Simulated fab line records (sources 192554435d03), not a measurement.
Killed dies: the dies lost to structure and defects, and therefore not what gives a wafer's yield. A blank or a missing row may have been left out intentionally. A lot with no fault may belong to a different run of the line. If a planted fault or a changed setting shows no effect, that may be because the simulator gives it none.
A lot that was struck, set against a sound lot | flow n5-finfet | 43 steps out of a route of 1938
Sound: wafers L429.1, L429.3, L429.4. Struck: wafers L443.2, L443.4. (L443.5 of the same lot was not struck and is left out.) The cause comes at the end.
For every step that has rows: the tool of each side, followed by ch and its chambers, followed by its first start. Under that, the readings that differ: sound wafers | struck wafers | difference of the means | sigmas: that difference in standard deviations of wafers without a fault.
alike: a reading whose means differ by less than 2 such deviations, as well as words and numbers matching on both sides. not compared: withheld readings; readings where some wafer has no value; bounds like >300 that might hide an equal value; numbers whose values overlap and for which the record gives no deviation.
A row with sigmas, a row that says differs or no value, or rows on one side alone: a step with any of these is where the two part. Non-overlapping numbers with no deviation appear without sigmas and do not part them. A reading that every wafer of one side lacks parts them only if that side has two wafers or more.

N5_BEOL_M8_ALD_77: deposits TaN, target thk 2 nm, pulse time 2 s, purge time 3 s.
  sound on ald-metal-01 ch 1,2,3, day 10 22:10; struck on ald-metal-04 ch 2,3, day 16 14:04
  alike: heater-power-w, precursor-vessel-temp-c
N5_BEOL_M8_SURFACE_TREAT_79:
  struck on pvd-sputter-01, day 16 14:22; sound on pvd-sputter-03, day 10 22:38
  not compared: throttle-valve-pct
then, 3 steps without rows for these wafers: N5_BEOL_M8_CVD_78 (deposits Co from CCTBA/H2, target thk 2 nm, time 142.3 s); N5_BEOL_M8_SPUTTER_48 (material Cu, target thk 10 nm, time 1.667 s); N5_BEOL_M8_ECD_50 (material Cu, target thk 300 nm).
N5_BEOL_M8_ANNEAL_51: time 90 s.
  sound on rtp-anneal-01 ch 0, day 10 23:06; struck on rtp-anneal-01 ch 0, day 16 14:58
  alike: wafer_temp_C_max
then, 1 step without rows for these wafers: N5_BEOL_M8_CMP_52 (polishes, stops on SiCOH lowk, t overpolish 6.9 s, target thk 80 nm).
N5_BEOL_M8_THK_MEAS_53: measures by xrf.
  struck on film-metro-01, day 16 15:31; sound on film-metro-01, day 10 23:41
  alike: M8_THK
then, 2 steps without rows for these wafers: N5_BEOL_M8_PRE_CLEAN_55 (time 15 s); N5_BEOL_M8_DEP_56 (deposits SiCN from 3MS/NH3, target thk 10 nm, time 17.5 s).
N5_BEOL_M8_RS_MEAS_57: measures by four-point-probe.
  struck on film-metro-02, day 16 15:38; sound on film-metro-01, day 10 23:50
  alike: M8_RS
N5_BEOL_M8_INSPECT_58: inspects for defects (darkfield).
  struck on defect-inspect-02, day 16 15:40; sound on defect-inspect-01, day 10 23:52
  alike: raw-defect-count
N5_BEOL_M9_ILD_DEP_00: deposits SiCOH lowk from DEMS/porogen, target thk 308.51 nm, time 58 s.
  sound on pecvd-02 ch 0,1, day 10 23:54; struck on pecvd-02 ch 0, day 16 15:42
  reading                                            | sound             | struck      | difference | sigmas
  run-length-s (s)                                   | 100.7 101.6 100.9 | 92.0 92.0   | -9.1       | -22
  model.SiCOH_lowk_of_BEOL_M9_ILD_DEP_00.thk-nm (nm) | 304.2 307.6 309.8 | 262.8 266.2 | -42.7      |
  alike: heater-power-w, showerhead-plenum-p-Torr, throttle-valve-pct
N5_BEOL_M9_CURE_71: cures SiCOH lowk, time 240 s.
  sound on uv-cure-01 ch 2, day 11 01:03; struck on uv-cure-03 ch 2, day 16 15:52
  alike: lamp-power-pct, wafer_temp_C_max
N5_BEOL_M9_THK_MEAS_01:
  struck on film-metro-02, day 16 16:17; sound on film-metro-02, day 11 01:34
  reading         | sound       | struck  | difference | sigmas
  M9_ILD_THK (nm) | 264 267 269 | 228 231 | -37        | -12
then, 10 steps without rows for these wafers: N5_BEOL_M9_PECVD_70 (deposits SiO2 from TEOS/O2, target thk 20 nm, time 22.7 s); N5_BEOL_M9_HM_DEP_02 (deposits TiN, target thk 20 nm); N5_BEOL_M9_COAT_59 (time 60 s, resist thk 100 nm); N5_BEOL_M9_COAT_60 (time 60 s, resist thk 30 nm); N5_BEOL_M9_COAT_05 (resist thk 90 nm); N5_BEOL_M9_EBR_07; N5_BEOL_M9_SOFTBAKE_06 (time 60 s); N5_BEOL_M9_EXPOSE_08 (exposes mask M9); N5_BEOL_M9_PEB_09 (peb time 60 s); N5_BEOL_M9_DEVELOP_10 (develop time 30 s).
N5_BEOL_M9_CD_MEAS_11: the cd target is 64.1 nm.
  sound on cd-sem-03 ch 0, day 11 02:13; struck on cd-sem-03 ch 0, day 16 18:40
  alike: cd-nm
N5_BEOL_M9_OVL_MEAS_12:
  sound on overlay-01 ch 0, day 11 02:15; struck on overlay-01 ch 0, day 16 18:41
  reading     | sound          | struck   | difference | sigmas
  M9_OVL (nm) | -1.5 -1.1 -0.6 | -0.3 1.2 | +1.5       | +2
N5_BEOL_M9_INSPECT_13: inspects for defects (brightfield).
  struck on defect-inspect-01, day 16 18:43; sound on defect-inspect-01, day 11 02:17
  alike: raw-defect-count
then, 2 steps without rows for these wafers: N5_BEOL_M9_DESCUM_16 (chemistry O2, time 7.9 s); N5_BEOL_M9_ETCH_61 (etches SiARC in CF4, target depth 39 nm, time 65 s).
N5_BEOL_M9_ETCH_62: etches SOC in N2/H2, target depth 110 nm, overetch 22 nm, time 165 s.
  sound on rie-diel-03 ch 0,1,3, day 11 02:24; struck on rie-diel-02 ch 1,2, day 16 18:57
  alike: drypump-motor-current-A, oes-product-au, rf-vpp-V, showerhead-plenum-p-Torr, throttle-valve-pct
  not compared: rf-hours-counter-h
then, 4 steps without rows for these wafers: N5_BEOL_M9_STRIP_68 (strips in N2/H2); N5_BEOL_M9_STRIP_67 (strips in CF4); N5_BEOL_M9_HM_OPEN_17 (chemistry Cl2/BCl3, target TiN, target depth 20 nm, overetch 6 nm); N5_BEOL_M9_STRIP_19 (strips in O2).
N5_BEOL_M9_CD_MEAS_18: pitch 140 nm, target cd 70 nm.
  struck on cd-sem-02, day 16 19:29; sound on cd-sem-02, day 11 02:46
  alike: cd-nm
then, 6 steps without rows for these wafers: N5_BEOL_M9_COAT_63 (time 60 s, resist thk 60 nm); N5_BEOL_M9_COAT_64 (time 60 s, resist thk 12 nm); N5_BEOL_M9_COAT_75 (time 60 s, resist thk 5 nm); N5_BEOL_M9_COAT_22 (resist thk 30 nm); N5_BEOL_M9_EBR_24; N5_BEOL_M9_SOFTBAKE_23 (time 60 s).
N5_BEOL_M9_CMP_52: polishes, stops on SiCOH lowk, t overpolish 7 s, target thk 140 nm.
  sound on cmp-04 ch 0,2,3, day 11 07:16; struck on cmp-03 ch 0,1, day 17 02:05
  reading                                            | sound             | struck      | difference | sigmas
  model.SiCOH_lowk_of_BEOL_M9_ILD_DEP_00.thk-nm (nm) | 261.2 264.2 266.2 | 224.6 227.6 | -37.8      |
  alike: clearing-platen-down-force-psi, motor-current-A

## WHERE THEY PART
Last at N5_BEOL_M9_OVL_MEAS_12 as far as this record goes, first at N5_BEOL_M9_ILD_DEP_00. Later steps at which nothing parts them and some readings are alike: N5_BEOL_M9_INSPECT_13, N5_BEOL_M9_ETCH_62, N5_BEOL_M9_CD_MEAS_18, N5_BEOL_M9_CMP_52.

WHY: what the simulator had put in
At N5_BEOL_M9_ILD_DEP_00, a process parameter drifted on pecvd-02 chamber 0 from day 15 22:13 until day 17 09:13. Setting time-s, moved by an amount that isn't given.
